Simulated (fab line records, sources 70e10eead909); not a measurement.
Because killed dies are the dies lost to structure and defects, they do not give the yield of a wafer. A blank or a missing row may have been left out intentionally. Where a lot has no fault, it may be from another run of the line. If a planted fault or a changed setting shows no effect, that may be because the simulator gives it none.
Matching of chambers :: flow nand-harc :: rie-diel-02 running NHARC_A_SGD_CUT_DESCUM_14: 4 sister chambers
The step chemistry O2, time 3 s. 8 wafers are shown with their chamber, then 10 later ones without.

WAFERS WITH THEIR CHAMBER
wafer: L074.6
chamber: 1
drypump-motor-current-A (A): 5.9
rf-vpp-V (V): 55.4

wafer: L078.1
chamber: 1
drypump-motor-current-A (A): 5.9
rf-vpp-V (V): 55.9

wafer: L078.3
chamber: 2
drypump-motor-current-A (A): 6.0
rf-vpp-V (V): 58.3

wafer: L080.3
chamber: 0
drypump-motor-current-A (A): 6.2
rf-vpp-V (V): 58.0

wafer: L086.5
chamber: 0
drypump-motor-current-A (A): 6.1
rf-vpp-V (V): 57.1

wafer: L086.6
chamber: 3
drypump-motor-current-A (A): 6.4
rf-vpp-V (V): 57.9

wafer: L090.1
chamber: 3
drypump-motor-current-A (A): 6.4
rf-vpp-V (V): 57.4

wafer: L090.3
chamber: 2
drypump-motor-current-A (A): 6.0
rf-vpp-V (V): 57.6

WAFERS MISSING THEIR CHAMBER
wafer: L090.5
drypump-motor-current-A (A): 6.0
rf-vpp-V (V): 58.0

wafer: L095.1
drypump-motor-current-A (A): 6.0
rf-vpp-V (V): 57.1

wafer: L095.4
drypump-motor-current-A (A): 5.8
rf-vpp-V (V): 58.1

wafer: L095.6
drypump-motor-current-A (A): 6.0
rf-vpp-V (V): 57.0

wafer: L093.4
drypump-motor-current-A (A): 5.8
rf-vpp-V (V): 57.4

wafer: L093.5
drypump-motor-current-A (A): 6.0
rf-vpp-V (V): 59.3

wafer: L093.6
drypump-motor-current-A (A): 6.3
rf-vpp-V (V): 58.8

wafer: L096.4
drypump-motor-current-A (A): 5.8
rf-vpp-V (V): 56.8

wafer: L096.5
drypump-motor-current-A (A): 6.2
rf-vpp-V (V): 58.6

wafer: L096.6
drypump-motor-current-A (A): 5.8
rf-vpp-V (V): 57.8

EACH ONE'S CHAMBER
wafer: L090.5
from the rows above: 2
in truth: 2

wafer: L095.1
from the rows above: 2
in truth: 2

wafer: L095.4
from the rows above: can't be placed: 2 or 1
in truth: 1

wafer: L095.6
from the rows above: 2
in truth: 2

wafer: L093.4
from the rows above: can't be placed: 1 or 2
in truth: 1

wafer: L093.5
from the rows above: 2
in truth: 2

wafer: L093.6
from the rows above: can't be placed: 3 or 0
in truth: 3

wafer: L096.4
from the rows above: 1
in truth: 1

wafer: L096.5
from the rows above: 0
in truth: 0

wafer: L096.6
from the rows above: can't be placed: 1 or 2
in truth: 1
Placed correctly: 6 of 10. Can't be placed from these rows: 4 (the true chamber is among the candidates in 4). Placed wrongly: 0.
How it was worked out, from the rows above alone: a wafer's distance from a chamber is the root of the sum, over the readings, of the square of ((its reading less the chamber's mean) divided by the reading's scatter). If the next closest chamber is less than 2 further off than the closest, the wafer can't be placed; otherwise it belongs to the closest. A chamber's mean is the mean of its shown wafers. The scatter: the root of (the sum of the squares of (reading less its chamber's mean) over the shown wafers, divided by (wafers less chambers)).
